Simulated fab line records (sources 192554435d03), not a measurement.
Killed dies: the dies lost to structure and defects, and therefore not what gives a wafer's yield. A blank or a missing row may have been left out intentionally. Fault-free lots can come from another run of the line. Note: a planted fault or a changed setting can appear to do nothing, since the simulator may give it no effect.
A struck lot beside a sound one :: flow n5_finfet :: 15 steps out of a route of 1938
Sound: the wafers L940.2, L940.3, L940.5. Struck: wafer L948.6 (L948.1, L948.3, from the same lot, were not struck and are left out); the cause is given at the end.
Per side, at each step with rows, come the tool, then ch with its chambers, and then its first start. Under that, the readings that differ: sound wafers :: struck wafers :: difference of the means :: sigmas: that difference in standard deviations of wafers without a fault.
alike: same words and numbers on both sides, and readings whose means sit less than 2 such deviations apart. not compared: any withheld reading, any reading some wafer has no value for, any bound like >300 that may hide the same value, and any number with overlapping values for which the record gives no deviation.
A row with sigmas, a row that says differs or no value, or rows on one side alone: a step with any of these is where the two part. When numbers do not overlap yet have no deviation, they are printed without sigmas and do not part them. A reading missing from all wafers of one side parts the sides only when that side holds two or more wafers.

first, 7 steps without rows for these wafers: N5_HKMG_FIN_COAT_42 (time 60 s, resist thk 35 nm); N5_HKMG_FIN_COAT_43 (resist thk 90 nm); N5_HKMG_FIN_EBR_45; N5_HKMG_FIN_SOFTBAKE_44 (time 60 s); N5_HKMG_FIN_EXPOSE_46 (exposes mask NDIPOLE); N5_HKMG_FIN_PEB_47 (peb time 60 s); N5_HKMG_FIN_DEVELOP_48 (develop time 30 s).
N5_HKMG_FIN_CD_MEAS_49: the cd target is 202 nm.
  sound on cd_sem-02 ch 0, day 4 11:36; struck on cd_sem-01 ch 0, day 6 11:53
  alike: cd_nm
N5_HKMG_FIN_OVL_MEAS_50:
  sound on overlay-02 ch 0, day 4 11:38; struck on overlay-01 ch 0, day 6 11:55
  alike: NDIPOLE_OVL
N5_HKMG_FIN_INSPECT_61: inspects for defects (macro).
  sound on defect_inspect-01, day 4 11:39; struck on defect_inspect-01, day 6 11:56
  alike: raw_defect_count
N5_HKMG_FIN_DESCUM_53: chemistry O2, time 7.9 s.
  sound on rie_diel-05 ch 0,1,2, day 4 11:41; struck on rie_diel-01 ch 3, day 6 12:04
  alike: drypump_motor_current_A, o2_flow_sccm, oes_product_au, rf_vpp_V, showerhead_plenum_p_Torr, throttle_valve_pct
  not compared: rf_hours_counter_h
N5_HKMG_FIN_ETCH_54: etches SiARC in CF4, target depth 45.5 nm, time 75.8 s.
  sound on rie_diel-05 ch 0,1,2, day 4 11:43; struck on rie_diel-01 ch 3, day 6 12:07
  alike: bias_w, drypump_motor_current_A, etch_rf_on_time_s, oes_product_au, rf_vpp_V, showerhead_plenum_p_Torr, throttle_valve_pct
  not compared: rf_hours_counter_h
N5_HKMG_FIN_ETCH_55: etches SOC in N2/H2, target depth 240 nm, time 300 s.
  sound on rie_diel-05 ch 0,1,2, day 4 11:46; struck on rie_diel-01 ch 3, day 6 12:10
reading: bias_w (W)
sound: 150.7 150.1 150.0
struck: 105.7
difference: -44.6
sigmas: -95

reading: rf_vpp_V (V)
sound: 522.8 526.2 523.4
struck: 418.4
difference: -105.7
sigmas: -53

reading: model.HKMG_FIN.feature_depth_nm (nm)
sound: 230.4 234.2 243.2
struck: 203
difference: -33
sigmas: 

reading: model.etch.depth_nm (nm)
sound: 230.3 234.3 243.2
struck: 202.9
difference: -33.0
sigmas: 

reading: model.SiARC_of_HKMG_FIN_COAT_42.thk_nm (nm)
sound: 22 21.4 20.6
struck: 26.8
difference: +5.5
sigmas: 
  alike: drypump_motor_current_A, oes_product_au, showerhead_plenum_p_Torr, throttle_valve_pct
  not compared: rf_hours_counter_h
then, 1 step without rows for these wafers: N5_HKMG_FIN_STRIP_56 (strips in N2/H2).
-- the record jumps here: 8 days lie between the struck wafers' starts before and after (it left off in module HKMG_FIN and takes up again in module BEOL_M4, whose first step shown is number 1111 of the route) --
N5_BEOL_M4_RC_MEAS_101:
  sound on prober-02 ch 0, day 11 05:27; struck on prober-02 ch 0, day 14 00:38
  alike: DIBL_N, DIBL_P, IOFF_N, IOFF_P, ION_N, ION_P, SS_N, SS_P, VT_N, VT_P

== WHERE THEY PART ==
Only at N5_HKMG_FIN_ETCH_55, as far as this record shows. Later steps at which nothing parts them and some readings are alike: N5_BEOL_M4_RC_MEAS_101.

WHY: what had been put in by the simulator
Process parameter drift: rie_diel-01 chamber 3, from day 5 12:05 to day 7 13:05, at N5_HKMG_FIN_ETCH_55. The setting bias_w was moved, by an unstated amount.
